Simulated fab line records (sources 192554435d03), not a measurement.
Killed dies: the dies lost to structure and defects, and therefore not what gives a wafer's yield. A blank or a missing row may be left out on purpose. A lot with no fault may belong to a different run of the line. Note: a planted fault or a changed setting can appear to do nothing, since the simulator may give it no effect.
What tool caused it? -- flow n5-finfet -- 30 wafers from 10 lots sampled at 5 of the route's 1938 steps

== WHAT THE GAUGES READ, wafer by wafer ==
N5_SD_EPI_P_OVL_MEAS_10.
lot,measured,on,SD_P_BLK_OVL (nm)
L502,day 3 13:38,overlay-01,-0.2 -0.6 -0.7
L504,day 3 23:45,overlay-02,-1.0 -0.8 -1.6
L508,day 5 00:36,overlay-01,0.4 -0.4 0.7
L510,day 5 15:51,overlay-02,0.0 -0.3 0.3
L512,day 6 00:42,overlay-01,-1.4 -2.0 -0.7
L515,day 6 17:52,overlay-01,0.3 -0.2 0.3
L517,day 7 06:01,overlay-01,0.8 -0.5 -0.2
L522,day 8 11:24,overlay-02,-0.9 -0.3 -0.6
L523,day 8 21:02,overlay-02,-0.6 0.9 -0.9
L524,day 9 03:37,overlay-01,-1.9 0.6 -0.8

N5_BEOL_M4_RC_MEAS_101.
lot,measured,on,DIBL_N (mV/V),DIBL_P (mV/V),IOFF_N (nA/um),IOFF_P (nA/um),ION_N (uA/um),ION_P (uA/um),SS_N (mV/dec),SS_P (mV/dec),VT_N (mV),VT_P (mV)
L502,day 8 14:34,prober-01,36.8 36.2 37.5,37.7 35.5 37.9,0.16 0.14 0.17,0.26 0.24 0.28,687 669 689,483 466 482,72.0 71.4 71.9,74.3 73.4 73.8,247 251 246,-246 -245 -246
L504,day 8 21:13,prober-01,37.0 32.8 34.7,38.6 32.4 35.2,0.17 0.09 0.12,0.24 0.14 0.18,697 651 666,480 450 459,71.6 71.4 71.6,72.8 71.4 72.1,247 259 253,-249 -254 -249
L508,day 9 07:28,prober-01,35.1 37.2 37.0,35.3 38.0 37.3,0.15 0.19 0.19,0.22 0.27 0.26,687 687 687,473 472 470,71.1 72.2 71.5,73.1 73.1 73.8,246 245 245,-248 -245 -247
L510,day 10 02:01,prober-02,39.1 38.3 41.6,39.9 37.7 44.0,0.21 0.19 0.27,0.28 0.24 0.34,685 680 706,467 461 480,71.8 71.5 73.0,74.1 72.9 75.6,245 248 244,-247 -249 -245
L512,day 10 20:28,prober-02,38.0 37.5 39.2,39.3 38.2 40.2,0.22 0.17 0.25,0.24 0.21 0.26,696 675 702,471 455 467,71.9 72.6 71.9,73.7 73.8 73.8,245 248 242,-251 -253 -247
L515,day 11 02:22,prober-01,38.6 37.7 35.2,39.5 38.2 35.6,0.19 0.17 0.12,0.26 0.25 0.21,668 683 647,457 469 448,72.1 72.4 72.0,74.2 73.5 74.0,248 248 253,-251 -251 -252
L517,day 12 05:07,prober-02,33.5 32.0 35.5,34.4 33.1 35.0,0.14 0.13 0.16,0.20 0.19 0.21,669 679 652,463 468 450,70.6 70.6 71.8,73.1 72.6 73.5,251 249 251,-249 -250 -253
L522,day 13 07:53,prober-02,40.7 35.8 39.5,41.8 35.6 41.2,0.23 0.14 0.22,0.30 0.20 0.28,679 662 677,467 462 464,72.8 71.7 73.2,73.9 73.1 74.6,244 252 246,-248 -252 -249
L523,day 13 12:40,prober-01,38.2 38.9 34.8,37.6 41.0 34.9,0.17 0.22 0.12,0.22 0.31 0.19,663 688 654,455 470 460,72.4 72.6 71.5,73.6 74.6 73.9,254 244 257,-252 -246 -251
L524,day 13 13:46,prober-02,38.2 37.2 34.7,36.8 36.0 33.0,0.19 0.18 0.13,0.30 0.26 0.21,680 681 675,476 468 472,71.5 71.3 71.0,73.7 73.0 72.6,246 246 251,-242 -246 -248

== WHICH TOOL RAN EACH LOT (tool, then ch and the chambers of the sampled wafers, then the start) ==
lot,N5_SPACER0_ALD_00,N5_SD_EPI_N_ETCH_45,N5_SD_EPI_N_PRECLEAN_49
L502,"ald-sin-03 ch 2,3, day 3 07:52","rie-diel-02 ch 0,1, day 3 09:17","remote-plasma-02 ch 1, day 3 12:17"
L504,"ald-sin-04 ch 0,1, day 3 17:44","rie-diel-06 ch 0,3, day 3 19:09","remote-plasma-02 ch 1, day 3 22:54"
L508,"ald-sin-01 ch 1,2,3, day 4 19:06","rie-diel-02 ch 2,3, day 4 20:31","remote-plasma-01 ch 1, day 4 23:32"
L510,"ald-sin-03 ch 0,1,2, day 5 09:56","rie-diel-04 ch 0,1,3, day 5 11:14","remote-plasma-01 ch 0, day 5 14:14"
L512,"ald-sin-01 ch 0,2,3, day 5 19:20","rie-diel-04 ch 0,1,2, day 5 20:45","remote-plasma-02 ch 1, day 5 23:45"
L515,"ald-sin-03 ch 0,1,3, day 6 11:46","rie-diel-02 ch 2,3, day 6 13:10","remote-plasma-01 ch 0, day 6 16:16"
L517,"ald-sin-03 ch 0,2,3, day 6 23:01","rie-diel-06 ch 0,2,3, day 7 00:31","remote-plasma-01 ch 1, day 7 05:20"
L522,"ald-sin-01 ch 1,2,3, day 8 04:02","rie-diel-02 ch 0,1,3, day 8 05:49","remote-plasma-02 ch 1, day 8 10:33"
L523,"ald-sin-03 ch 1,2, day 8 14:05","rie-diel-06 ch 1,2, day 8 15:32","remote-plasma-02 ch 0, day 8 20:17"
L524,"ald-sin-03 ch 0,1,3, day 8 20:02","rie-diel-06 ch 1,2, day 8 21:56","remote-plasma-02 ch 0, day 9 02:50"
- N5_SPACER0_ALD_00: deposits SiOCN, target thk 3.5 nm, pulse time 3 s, purge time 2 s.
- N5_SD_EPI_N_ETCH_45: etches SiOCN in CH3F/O2, target depth 6 nm.
- N5_SD_EPI_N_PRECLEAN_49: cleans in NF3:NH3, afs cycles 1, time 20 s, sublimation time 60 s.

== AS READ BY THE TOOLS THEMSELVES (means over the sampled wafers that have a number; for cases with no such wafer, the mark the record gives instead) ==
N5_SPACER0_ALD_00.
lot,tool,heater-power-w (W),precursor-pulse-height-rel
L502,ald-sin-03,976,1.014
L504,ald-sin-04,1009,0.996
L508,ald-sin-01,907,0.984
L510,ald-sin-03,852,0.993
L512,ald-sin-01,881,0.997
L515,ald-sin-03,835,1.024
L517,ald-sin-03,895,1.015
L522,ald-sin-01,908,1.004
L523,ald-sin-03,919,0.997
L524,ald-sin-03,833,1.019

N5_SD_EPI_N_ETCH_45.
lot,tool,drypump-motor-current-A (A),oes-product-au (a.u.),rf-fwd-power-W (W),rf-vpp-V (V),showerhead-plenum-p-Torr (Torr),throttle-valve-pct (%)
L502,rie-diel-02,5.7,0.75,407.0,127.2,1.95,22.95
L504,rie-diel-06,5.6,0.86,411.0,127.8,1.97,23.33
L508,rie-diel-02,4.9,0.82,407.3,127.2,2.02,23.13
L510,rie-diel-04,5.6,0.78,408.8,128.4,1.98,23.50
L512,rie-diel-04,5.7,0.74,409.0,127.9,1.99,23.42
L515,rie-diel-02,5.1,0.85,408.5,127.6,1.98,23.32
L517,rie-diel-06,5.5,0.76,406.8,126.9,1.97,23.45
L522,rie-diel-02,5.6,0.77,408.1,126.5,1.96,23.19
L523,rie-diel-06,6.0,0.85,407.5,127.1,1.95,23.49
L524,rie-diel-06,5.9,0.84,408.7,127.0,1.95,23.49

== THE ANSWER, worked out from the rows above alone ==
Rule: usual is defined by the lots themselves. The widest of any qualifying gaps counts: lots, ordered by their means at a reading, are off when they make up no more than a third of the lots, leave a main group of 4 or more, and stand apart from it by 3 or more times the standard deviation of that group's means. A main group is skipped when, at the precision printed for the reading in the tables above, its means are all equal. A lot without any number at a reading at which 4 lots or more have one is off too. Where the step has rows for the other lots, those lots are counted as sound. Order of review: gauges by route order, followed by the tools' own readings, for which a lot's mean as printed above is used. The first step at which some lot is off is used, and at that step the reading that is off furthest; a lot without a number counts as furthest.
No lot is off at any reading shown: from this, nothing can be told.

== WHAT WAS PUT IN BY THE SIMULATOR ==
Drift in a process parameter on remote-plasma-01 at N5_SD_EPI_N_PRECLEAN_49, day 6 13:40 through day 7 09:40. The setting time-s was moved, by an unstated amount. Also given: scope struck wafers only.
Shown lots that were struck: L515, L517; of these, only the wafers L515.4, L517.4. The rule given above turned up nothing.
